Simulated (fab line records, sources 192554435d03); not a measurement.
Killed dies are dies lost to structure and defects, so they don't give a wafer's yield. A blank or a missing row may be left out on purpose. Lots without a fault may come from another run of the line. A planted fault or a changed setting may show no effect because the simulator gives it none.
Chamber matching | flow n5_finfet | N5_BEOL_M0_TRENCH_ETCH_107 on rie_diel-03: 4 sister chambers
The step etches SiOC in C4F6/O2, target depth 32.8 nm, time 16.4 s. 8 wafers are shown with their chamber, then 8 later ones without.

WAFERS WITH THEIR CHAMBER
wafer  | chamber | drypump_motor_current_A (A) | rf_vpp_V (V)
L084.6 | 3       | 5.6                         | 641
L085.1 | 3       | 5.7                         | 642
L085.2 | 0       | 5.9                         | 677
L085.6 | 2       | 5.0                         | 666
L087.1 | 2       | 5.0                         | 667
L087.5 | 1       | 5.7                         | 676
L087.6 | 0       | 5.9                         | 676
L089.2 | 1       | 5.7                         | 675

WAFERS WITHOUT THEIR CHAMBER
wafer  | drypump_motor_current_A (A) | rf_vpp_V (V)
L089.4 | 5.0                         | 665
L089.5 | 5.0                         | 667
L092.2 | 5.7                         | 640
L092.3 | 5.6                         | 677
L092.4 | 5.9                         | 677
L094.1 | 5.6                         | 641
L094.5 | 5.9                         | 676
L094.6 | 5.7                         | 677

WHICH CHAMBER EACH WENT THROUGH
wafer  | from the rows above | in truth
L089.4 | 2                   | 2
L089.5 | 2                   | 2
L092.2 | 3                   | 3
L092.3 | 1                   | 1
L092.4 | 0                   | 0
L094.1 | 3                   | 3
L094.5 | 0                   | 0
L094.6 | 1                   | 1
Placed correctly: 8 of 8. Can't be placed from these rows: 0. Placed wrongly: 0.
How it was worked out, from the rows above alone: a wafer's distance from a chamber is the root of the sum, over the readings, of the square of ((its reading less the chamber's mean) divided by the reading's scatter). The wafer belongs to the nearest chamber; if the next one is less than 2 further off, it can't be placed. A chamber's mean is the mean of its shown wafers. The scatter: the root of (the sum of the squares of (reading less its chamber's mean) over the shown wafers, divided by (wafers less chambers)).
